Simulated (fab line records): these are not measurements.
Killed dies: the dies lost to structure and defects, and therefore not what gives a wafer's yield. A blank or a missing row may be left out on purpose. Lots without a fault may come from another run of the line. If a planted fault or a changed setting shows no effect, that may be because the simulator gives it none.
fab line records + flow nandHarc
[record]
- lots = 6
- wafers = 18
- lastDay = 24
route steps=1159 shown A_ONON_D1@432 END@1159
lots with no fault: from the same line, run without faults
startH: start of the lot's first displayed wafer, in hours after the record's first day + waitH: hours elapsed since this lot's preceding step + " repeats the value in the row above + L1.1+2: a single row standing in for several wafers + - no value, or no start given + * or withheld: withheld + < > ~ a bound
route shown NAME@n: names a module that has steps shown in the file, with the first one's number in the route + usual: mean/standard deviation of fault-free wafers + same: alike in all rows + chamber/n: place in a boat + sites: per-site readings + _std_site: the values' standard deviation + _edge_site: outer sites' mean less inner sites' + radiusMm: how far each site lies from the wafer's centre + mask NAME#n: copy n + behind: the tool/chamber that last shaped the wafer + hold: why the lot was held/for how many hours/how that ended + device: the n, p or np transistor that did not switch + end of line: the same wafers' tests at the end of the route + where a step has no rows: the recipe by itself + killed: dies that structure and defects cost at the first sort, which is not the same as the wafer's yield + map: the dies of a wafer, with x for killed, . for not killed, _ for no die there
set.NAME: the run value of the setting; set.NAME@STEP: its run value at that earlier step + model.NAME: the simulator's own value behind a step, which no gauge read
certain route steps with their lots: each step a table, each wafer a row
services: a tool's chamber out of use, with start hour (startH, from the record's first day; less than 0 if before it), hours out, and reason
[[steps]]
[step NHARC_A_ONON_D1_DEP_12]
[recipe]
- targetThkA = 10000
- n2FlowSccm = 2750
- n2oFlowSccm = 2000
- nh3FlowSccm = 500
- sih4FlowSccm = 210
- tempC = 400
[step NHARC_A_ONON_D1_THK_MEAS_14]
[recipe]
- thkMeasGauge = ellipsometry
[usual]
- thkNm = 1004/7.9
| lot.wafer | tool         | chamber | startH | waitH | thkNm |
|-----------|--------------|---------|--------|-------|-------|
| L917.2    | filmMetro-01 | -       | 166.25 | -     | 1009  |
| L917.3    | "            | -       | "      | "     | 1009  |
| L917.4    | "            | -       | "      | "     | 1010  |
| L927.2    | filmMetro-01 | -       | 215.51 | -     | 1009  |
| L927.3    | "            | -       | "      | "     | 1008  |
| L927.6    | "            | -       | "      | "     | 1009  |
| L933.2    | filmMetro-02 | -       | 260.70 | -     | 1004  |
| L933.4    | "            | -       | "      | "     | 1004  |
| L933.6    | "            | -       | "      | "     | 1004  |
| L935.3    | filmMetro-01 | -       | 268.45 | -     | 995   |
| L935.5    | "            | -       | "      | "     | 1000  |
| L935.6    | "            | -       | "      | "     | 997   |
| L936.2    | filmMetro-02 | -       | 268.80 | -     | 1009  |
| L936.3    | "            | -       | "      | "     | 1009  |
| L936.4    | "            | -       | "      | "     | 1009  |
| L939.1    | filmMetro-02 | -       | 295.55 | -     | 1002  |
| L939.2    | "            | -       | "      | "     | 1002  |
| L939.5    | "            | -       | "      | "     | 1002  |
[step NHARC_A_ONON_D1_ANNEAL_15]
[recipe]
- tempC = 750
- timeS = 3600
[step NHARC_A_ONON_D1_DEP_16]
[recipe]
- targetThkA = 10000
- n2FlowSccm = 2750
- n2oFlowSccm = 2000
- nh3FlowSccm = 500
- sih4FlowSccm = 210
- tempC = 400
[step NHARC_A_ONON_D1_THK_MEAS_18]
[recipe]
- thkMeasGauge = ellipsometry
[usual]
- thkNm = 998/9.3
| lot.wafer | tool         | chamber | startH | waitH | thkNm |
|-----------|--------------|---------|--------|-------|-------|
| L917.2    | filmMetro-01 | -       | 173.25 | -     | 998   |
| L917.3    | "            | -       | "      | "     | 996   |
| L917.4    | "            | -       | "      | "     | 997   |
| L927.2    | filmMetro-01 | -       | 223.89 | -     | 1003  |
| L927.3    | "            | -       | "      | "     | 1003  |
| L927.6    | "            | -       | "      | "     | 1003  |
| L933.2    | filmMetro-02 | -       | 267.74 | -     | 996   |
| L933.4    | "            | -       | "      | "     | 995   |
| L933.6    | "            | -       | "      | "     | 994   |
| L936.2    | filmMetro-02 | -       | 276.52 | -     | 994   |
| L936.3    | "            | -       | "      | "     | 993   |
| L936.4    | "            | -       | "      | "     | 995   |
| L935.3    | filmMetro-02 | -       | 276.53 | -     | 1014  |
| L935.5    | "            | -       | "      | "     | 1013  |
| L935.6    | "            | -       | "      | "     | 1014  |
| L939.1    | filmMetro-02 | -       | 302.43 | -     | 994   |
| L939.2    | "            | -       | "      | "     | 994   |
| L939.5    | "            | -       | "      | "     | 993   |
[step NHARC_A_ONON_D1_DEP_19]
[recipe]
- targetThkA = 10000
- n2FlowSccm = 2750
- n2oFlowSccm = 2000
- nh3FlowSccm = 500
- sih4FlowSccm = 210
- tempC = 400
[step NHARC_A_ONON_D1_THK_MEAS_21]
[recipe]
- thkMeasGauge = ellipsometry
[usual]
- thkNm = 1001/9.3
| lot.wafer | tool         | chamber | startH | waitH | thkNm |
|-----------|--------------|---------|--------|-------|-------|
| L917.2    | filmMetro-02 | -       | 173.82 | -     | 1006  |
| L917.3    | "            | -       | "      | "     | 1005  |
| L917.4    | "            | -       | "      | "     | 1005  |
| L927.2    | filmMetro-01 | -       | 224.46 | -     | 993   |
| L927.3    | "            | -       | "      | "     | 995   |
| L927.6    | "            | -       | "      | "     | 998   |
| L933.2    | filmMetro-02 | -       | 268.45 | -     | 993   |
| L933.4    | "            | -       | "      | "     | 991   |
| L933.6    | "            | -       | "      | "     | 992   |
| L936.2    | filmMetro-01 | -       | 277.09 | -     | 1016  |
| L936.3    | "            | -       | "      | "     | 1016  |
| L936.4    | "            | -       | "      | "     | 1016  |
| L935.3    | filmMetro-02 | -       | 277.11 | -     | 1004  |
| L935.5    | "            | -       | "      | "     | 1004  |
| L935.6    | "            | -       | "      | "     | 1005  |
| L939.1    | filmMetro-02 | -       | 303.00 | -     | 993   |
| L939.2    | "            | -       | "      | "     | 993   |
| L939.5    | "            | -       | "      | "     | 992   |
[step NHARC_A_ONON_D1_DEP_22]
[recipe]
- targetThkA = 10000
- n2FlowSccm = 2750
- n2oFlowSccm = 2000
- nh3FlowSccm = 500
- sih4FlowSccm = 210
- tempC = 400
[step NHARC_A_ONON_D1_THK_MEAS_24]
[recipe]
- thkMeasGauge = ellipsometry
[usual]
- thkNm = 1003/9.1
| lot.wafer | tool         | chamber | startH | waitH | thkNm |
|-----------|--------------|---------|--------|-------|-------|
| L917.2    | filmMetro-01 | -       | 174.39 | -     | 1011  |
| L917.3    | "            | -       | "      | "     | 1010  |
| L917.4    | "            | -       | "      | "     | 1009  |
| L927.2    | filmMetro-01 | -       | 225.02 | -     | 1008  |
| L927.3    | "            | -       | "      | "     | 1008  |
| L927.6    | "            | -       | "      | "     | 1008  |
| L933.2    | filmMetro-02 | -       | 269.01 | -     | 994   |
| L933.4    | "            | -       | "      | "     | 993   |
| L933.6    | "            | -       | "      | "     | 995   |
| L936.2    | filmMetro-02 | -       | 277.66 | -     | 1004  |
| L936.3    | "            | -       | "      | "     | 1002  |
| L936.4    | "            | -       | "      | "     | 1002  |
| L935.3    | filmMetro-02 | -       | 277.67 | -     | 1002  |
| L935.5    | "            | -       | "      | "     | 1001  |
| L935.6    | "            | -       | "      | "     | 999   |
| L939.1    | filmMetro-02 | -       | 303.57 | -     | 993   |
| L939.2    | "            | -       | "      | "     | 993   |
| L939.5    | "            | -       | "      | "     | 995   |
[step NHARC_A_ONON_D1_DEP_25]
[recipe]
- targetThkA = 10000
- n2FlowSccm = 2750
- n2oFlowSccm = 2000
- nh3FlowSccm = 500
- sih4FlowSccm = 210
- tempC = 400
[step NHARC_A_ONON_D1_THK_MEAS_27]
[recipe]
- thkMeasGauge = ellipsometry
[usual]
- thkNm = 1000/8.1
| lot.wafer | tool         | chamber | startH | waitH | thkNm |
|-----------|--------------|---------|--------|-------|-------|
| L917.2    | filmMetro-02 | -       | 174.96 | -     | 1015  |
| L917.3    | "            | -       | "      | "     | 1016  |
| L917.4    | "            | -       | "      | "     | 1016  |
| L927.2    | filmMetro-01 | -       | 225.59 | -     | 999   |
| L927.3    | "            | -       | "      | "     | 998   |
| L927.6    | "            | -       | "      | "     | 998   |
| L933.2    | filmMetro-01 | -       | 269.58 | -     | 996   |
| L933.4    | "            | -       | "      | "     | 995   |
| L933.6    | "            | -       | "      | "     | 995   |
| L936.2    | filmMetro-02 | -       | 278.22 | -     | 994   |
| L936.3    | "            | -       | "      | "     | 994   |
| L936.4    | "            | -       | "      | "     | 994   |
| L935.3    | filmMetro-02 | -       | 278.26 | -     | 1005  |
| L935.5    | "            | -       | "      | "     | 1006  |
| L935.6    | "            | -       | "      | "     | 1005  |
| L939.1    | filmMetro-02 | -       | 304.13 | -     | 997   |
| L939.2    | "            | -       | "      | "     | 997   |
| L939.5    | "            | -       | "      | "     | 996   |
[step NHARC_A_ONON_D1_DEP_28]
[recipe]
- targetThkA = 10000
- n2FlowSccm = 2750
- n2oFlowSccm = 2000
- nh3FlowSccm = 500
- sih4FlowSccm = 210
- tempC = 400
[usual]
- n2FlowSccm = 2749/7.8
- nh3FlowSccm = 499.7/1.4
| lot.wafer | tool         | chamber | startH | waitH | n2FlowSccm | nh3FlowSccm |
|-----------|--------------|---------|--------|-------|------------|-------------|
| L917.2    | pecvdOnon-04 | 0       | 175.08 | 0.1   | 2754       | 501.0       |
| L917.3    | "            | 0       | "      | "     | 2752       | 500.2       |
| L917.4    | "            | 0       | "      | "     | 2741       | 501.6       |
| L927.2    | pecvdOnon-03 | 0       | 225.71 | 0.1   | 2742       | 496.3       |
| L927.3    | "            | 0       | "      | "     | 2757       | 498.4       |
| L927.6    | "            | 0       | "      | "     | 2739       | 498.4       |
| L933.2    | pecvdOnon-03 | 0       | 269.70 | 0.1   | 2753       | 501.3       |
| L933.4    | "            | 0       | "      | "     | 2755       | 502.0       |
| L933.6    | "            | 0       | "      | "     | 2748       | 501.1       |
| L936.2    | pecvdOnon-02 | 0       | 278.33 | 0.1   | 2755       | 500.8       |
| L936.3    | "            | 0       | "      | "     | 2755       | 496.8       |
| L936.4    | "            | 0       | "      | "     | 2753       | 501.1       |
| L935.3    | pecvdOnon-03 | 0       | 278.43 | 0.2   | 2753       | 499.9       |
| L935.5    | "            | 0       | "      | "     | 2758       | 499.1       |
| L935.6    | "            | 0       | "      | "     | 2747       | 499.3       |
| L939.1    | pecvdOnon-04 | 0       | 304.19 | 0.1   | 2735       | 499.7       |
| L939.2    | "            | 0       | "      | "     | 2747       | 500.0       |
| L939.5    | "            | 0       | "      | "     | 2750       | 498.7       |
[step NHARC_A_ONON_D1_THK_MEAS_30]
[recipe]
- thkMeasGauge = ellipsometry
[usual]
- thkNm = 1000/12
| lot.wafer | tool         | chamber | startH | waitH | thkNm |
|-----------|--------------|---------|--------|-------|-------|
| L917.2    | filmMetro-02 | -       | 175.53 | -     | 982   |
| L917.3    | "            | -       | "      | "     | 981   |
| L917.4    | "            | -       | "      | "     | 982   |
| L927.2    | filmMetro-01 | -       | 226.17 | -     | 989   |
| L927.3    | "            | -       | "      | "     | 989   |
| L927.6    | "            | -       | "      | "     | 992   |
| L933.2    | filmMetro-02 | -       | 270.16 | -     | 1830  |
| L933.4    | "            | -       | "      | "     | 1827  |
| L933.6    | "            | -       | "      | "     | 1829  |
| L936.2    | filmMetro-01 | -       | 278.79 | -     | 990   |
| L936.3    | "            | -       | "      | "     | 988   |
| L936.4    | "            | -       | "      | "     | 989   |
| L935.3    | filmMetro-01 | -       | 278.83 | -     | 1830  |
| L935.5    | "            | -       | "      | "     | 1831  |
| L935.6    | "            | -       | "      | "     | 1830  |
| L939.1    | filmMetro-02 | -       | 304.70 | -     | 1005  |
| L939.2    | "            | -       | "      | "     | 1007  |
| L939.5    | "            | -       | "      | "     | 1007  |
[step NHARC_A_ONON_D1_DEP_33]
[recipe]
- targetThkA = 2000
- tempC = 400
- pressureTorr = 6.5
- rfW = 900
- teosFlowSccm = 161.4
- flowSccm = 2650
- targetThkNm = 200
- gas = O2
- material = SiO2
[usual]
- heaterPowerW = 554/89
- throttleValvePct = 15.8/0.61
| lot.wafer | tool     | chamber | startH | waitH | heaterPowerW | throttleValvePct |
|-----------|----------|---------|--------|-------|--------------|------------------|
| L917.3    | pecvd-03 | 0       | 175.59 | 0.1   | 490          | 16.1             |
| L917.2    | "        | 2       | "      | "     | 448          | 15.7             |
| L917.4    | "        | 2       | "      | "     | 461          | 16.1             |
| L927.3    | pecvd-03 | 2       | 226.22 | 0.1   | 574          | 15.9             |
| L927.2    | "        | 1       | "      | "     | 523          | 15.9             |
| L927.6    | "        | 0       | "      | "     | 557          | 16.3             |
| L933.2    | pecvd-03 | 0       | 270.21 | 0.1   | 610          | 16.2             |
| L933.6    | "        | 1       | "      | "     | 438          | 15.8             |
| L933.4    | "        | 2       | "      | "     | 419          | 16.3             |
| L936.3    | pecvd-04 | 1       | 278.89 | 0.1   | 656          | 15.3             |
| L936.2    | "        | 2       | "      | "     | 657          | 16.0             |
| L936.4    | "        | 0       | "      | "     | 442          | 17.0             |
| L935.3    | pecvd-03 | 0       | 278.93 | 0.1   | 601          | 16.2             |
| L935.6    | "        | 0       | "      | "     | 621          | 16.2             |
| L935.5    | "        | 1       | "      | "     | 528          | 15.8             |
| L939.1    | pecvd-02 | 1       | 304.80 | 0.1   | 467          | 15.0             |
| L939.2    | "        | 2       | "      | "     | 712          | 15.3             |
| L939.5    | "        | 2       | "      | "     | 700          | 15.1             |
[step NHARC_END_SORT_01]
[recipe]
- tempC = 25
[usual]
- killedAtArray = 24/8.4
- killedAtOther = 0.7/1.1
- killedAtPeriphery = 2.9/1.7
- killedDies = 27/8.6
- killedOpen = 3.3/1.8
- killedShort = 1.8/1.4
[same]
- grossDies = 677
| lot.wafer | tool      | chamber | startH | waitH | killedAtArray | killedAtOther | killedAtPeriphery | killedDies | killedOpen | killedShort |
|-----------|-----------|---------|--------|-------|---------------|---------------|-------------------|------------|------------|-------------|
| L933.2    | prober-02 | 0       | 539.14 | 2.8   | 672           | 0             | 5                 | 677        | 6          | 3           |
| L933.4    | prober-02 | 0       | 540.75 | 3.4   | 673           | 0             | 4                 | 677        | 3          | 1           |
| L933.6    | prober-02 | 0       | 542.35 | 4.0   | 674           | 0             | 3                 | 677        | 4          | 1           |
| L935.3    | prober-01 | 0       | 558.74 | 3.1   | 669           | 0             | 8                 | 677        | 4          | 1           |
| L935.5    | prober-01 | 0       | 560.33 | 3.7   | 673           | 0             | 4                 | 677        | 2          | 1           |
| L935.6    | prober-01 | 0       | 561.12 | 4.0   | 674           | 0             | 3                 | 677        | 2          | 2           |
// killed by level:class
L933.2 A_ONON_D1:areaDep=644 A_SLIT:chamberFilmFlake=7 A_CHANNEL_HOLE_D1:chamberFilmFlake=6 A_STAIRCASE:chamberFilmFlake=4 P_ZERO_WELL:chamberFilmFlake=3 A_ONON_D1:geometricParticle:open=2 A_WL_FILL:geometricParticle:short=2 A_CONTACT:geometricParticle:open=2
L933.4 A_ONON_D1:areaDep=656 A_SLIT:chamberFilmFlake=6 A_STAIRCASE:chamberFilmFlake=5 A_CHANNEL_HOLE_D1:chamberFilmFlake=3 P_ZERO_WELL:chamberFilmFlake=2 P_CONTACT:geometricParticle:open=1 P_M0:geometricParticle:short=1 A_CHANNEL_FILL_D1:geometricParticle:open=1
L933.6 A_ONON_D1:areaDep=653 A_SLIT:chamberFilmFlake=7 A_CHANNEL_HOLE_D1:chamberFilmFlake=4 A_STAIRCASE:chamberFilmFlake=4 A_CONTACT:chamberFilmFlake=2 P_M0:geometricParticle:open=1 P_M1:geometricParticle:open=1 A_ONON_D1:geometricParticle:open=1
L935.3 A_ONON_D1:areaDep=641 A_CHANNEL_HOLE_D1:chamberFilmFlake=20 P_CONTACT:geometricParticle:open=3 P_M0:chamberFilmFlake=3 A_STAIRCASE:chamberFilmFlake=3 A_CONTACT:chamberFilmFlake=2 P_CONTACT:geometricParticle:short=1 A_CHANNEL_FILL_D1:geometricParticle:open=1
L935.5 A_ONON_D1:areaDep=647 A_CHANNEL_HOLE_D1:chamberFilmFlake=20 A_CONTACT:chamberFilmFlake=4 P_M0:geometricParticle:short=1 P_M0:geometricParticle:open=1 A_CHANNEL_HOLE_D1:geometricParticle:open=1 P_GATE:chamberFilmFlake=1 P_M0:chamberFilmFlake=1
L935.6 A_ONON_D1:areaDep=656 A_CHANNEL_HOLE_D1:chamberFilmFlake=11 A_STAIRCASE:chamberFilmFlake=3 P_CONTACT:geometricParticle:open=1 A_ONON_D1:geometricParticle:open=1 A_CHANNEL_FILL_D1:geometricParticle:short=1 A_SGD_CUT:geometricParticle:short=1 P_GATE:chamberFilmFlake=1
// map L933.2 (x killed, . not)
____________x____________
_________xxxxxxx_________
_______xxxxxxxxxxx_______
______xxxxxxxxxxxxx______
_____xxxxxxxxxxxxxxx_____
____xxxxxxxxxxxxxxxxx____
____xxxxxxxxxxxxxxxxx____
___xxxxxxxxxxxxxxxxxxx___
___xxxxxxxxxxxxxxxxxxx___
__xxxxxxxxxxxxxxxxxxxxx__
__xxxxxxxxxxxxxxxxxxxxx__
_xxxxxxxxxxxxxxxxxxxxxxx_
_xxxxxxxxxxxxxxxxxxxxxxx_
_xxxxxxxxxxxxxxxxxxxxxxx_
_xxxxxxxxxxxxxxxxxxxxxxx_
_xxxxxxxxxxxxxxxxxxxxxxx_
xxxxxxxxxxxxxxxxxxxxxxxxx
xxxxxxxxxxxxxxxxxxxxxxxxx
xxxxxxxxxxxxxxxxxxxxxxxxx
xxxxxxxxxxxxxxxxxxxxxxxxx
xxxxxxxxxxxxxxxxxxxxxxxxx
_xxxxxxxxxxxxxxxxxxxxxxx_
_xxxxxxxxxxxxxxxxxxxxxxx_
_xxxxxxxxxxxxxxxxxxxxxxx_
_xxxxxxxxxxxxxxxxxxxxxxx_
_xxxxxxxxxxxxxxxxxxxxxxx_
__xxxxxxxxxxxxxxxxxxxxx__
__xxxxxxxxxxxxxxxxxxxxx__
___xxxxxxxxxxxxxxxxxxx___
___xxxxxxxxxxxxxxxxxxx___
____xxxxxxxxxxxxxxxxx____
____xxxxxxxxxxxxxxxxx____
_____xxxxxxxxxxxxxxx_____
______xxxxxxxxxxxxx______
_______xxxxxxxxxxx_______
_________xxxxxxx_________
____________x____________
// map L935.3 (x killed, . not)
____________x____________
_________xxxxxxx_________
_______xxxxxxxxxxx_______
______xxxxxxxxxxxxx______
_____xxxxxxxxxxxxxxx_____
____xxxxxxxxxxxxxxxxx____
____xxxxxxxxxxxxxxxxx____
___xxxxxxxxxxxxxxxxxxx___
___xxxxxxxxxxxxxxxxxxx___
__xxxxxxxxxxxxxxxxxxxxx__
__xxxxxxxxxxxxxxxxxxxxx__
_xxxxxxxxxxxxxxxxxxxxxxx_
_xxxxxxxxxxxxxxxxxxxxxxx_
_xxxxxxxxxxxxxxxxxxxxxxx_
_xxxxxxxxxxxxxxxxxxxxxxx_
_xxxxxxxxxxxxxxxxxxxxxxx_
xxxxxxxxxxxxxxxxxxxxxxxxx
xxxxxxxxxxxxxxxxxxxxxxxxx
xxxxxxxxxxxxxxxxxxxxxxxxx
xxxxxxxxxxxxxxxxxxxxxxxxx
xxxxxxxxxxxxxxxxxxxxxxxxx
_xxxxxxxxxxxxxxxxxxxxxxx_
_xxxxxxxxxxxxxxxxxxxxxxx_
_xxxxxxxxxxxxxxxxxxxxxxx_
_xxxxxxxxxxxxxxxxxxxxxxx_
_xxxxxxxxxxxxxxxxxxxxxxx_
__xxxxxxxxxxxxxxxxxxxxx__
__xxxxxxxxxxxxxxxxxxxxx__
___xxxxxxxxxxxxxxxxxxx___
___xxxxxxxxxxxxxxxxxxx___
____xxxxxxxxxxxxxxxxx____
____xxxxxxxxxxxxxxxxx____
_____xxxxxxxxxxxxxxx_____
______xxxxxxxxxxxxx______
_______xxxxxxxxxxx_______
_________xxxxxxx_________
____________x____________
[[services]]
| tool         | chamber | startH | hours | kind      |
|--------------|---------|--------|-------|-----------|
| pecvd-02     | -       | 153.00 | 13.0  | pm        |
| pecvd-02     | 0       | 153.00 | 13.0  | ventCycle |
| pecvd-02     | 1       | 153.00 | 13.0  | ventCycle |
| pecvd-02     | 2       | 153.00 | 14.0  | ventCycle |
| pecvdOnon-03 | -       | 153.00 | 13.0  | pm        |
| pecvd-02     | 0       | 166.00 | -     | clean     |
| pecvd-02     | 1       | 166.00 | -     | clean     |
| pecvd-02     | 0       | 180.62 | 5.0   | repair    |
| pecvd-02     | -       | 182.66 | 1.0   | repair    |
| pecvd-04     | -       | 195.32 | 13.0  | pm        |
| pecvd-04     | 0       | 195.32 | 13.0  | ventCycle |
| pecvd-04     | 1       | 195.32 | 13.0  | ventCycle |
| pecvd-04     | 2       | 195.32 | 13.0  | ventCycle |
| pecvd-04     | 0       | 208.32 | -     | clean     |
| pecvd-04     | 1       | 208.32 | -     | clean     |
| pecvd-04     | 2       | 208.32 | -     | clean     |
| pecvd-04     | -       | 229.70 | 0.8   | repair    |
| pecvdOnon-04 | -       | 237.00 | 13.0  | pm        |
| pecvd-04     | -       | 240.67 | 0.9   | repair    |
| pecvd-03     | -       | 292.00 | 13.0  | pm        |
| pecvd-03     | 0       | 292.00 | 13.0  | ventCycle |
| pecvd-03     | 1       | 292.00 | 13.0  | ventCycle |
| pecvd-03     | 2       | 292.00 | 13.0  | ventCycle |
| pecvdOnon-02 | -       | 292.00 | 13.0  | pm        |
[[key]]
[firstSign]
- step = NHARC_A_ONON_D1_THK_MEAS_30
- reading = thkNm
- direction = up
- sigmas = 71
- usual = 1000
- struck = 1830
[effect]
- step = NHARC_END_SORT_01
- reading = killedAtArray
- direction = up
- sigmas = 77
- usual = 24
- struck = 672
[moreKillsBornAt]
- NHARC_A_ONON_D1_DEP_28@pecvdOnon-03 = 3897
metAt NHARC_A_ONON_D1_DEP_28
struckWafers L933.2,L933.4,L933.6,L935.3,L935.5,L935.6
laterRowsLeftOut L933.2,L933.4,L933.6,L935.3,L935.5,L935.6
testerLeftOut L933,L935
onsetBetween 225.71 269.70
[fault]
- kind = processParameterDrift
- tool = pecvdOnon-03
- chamber = -
- onsetH = 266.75
- steps = NHARC_A_ONON_D1_DEP_28
- channel = targetThkA
- offset = *
- shape = step
- endH = 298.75
- actsIn = *
- stated = *
// testerLeftOut: of these lots the tester's yield and bins aren't shown, on N5 and GAA mostly nor the transistor test; their killed dies are dies lost to structure and defects alone, not to doping, threshold or leakage, so they don't give the yield
// laterRowsLeftOut: the simulator's readings of these wafers behind a module that went badly wrong aren't trusted and aren't shown, but for the sort
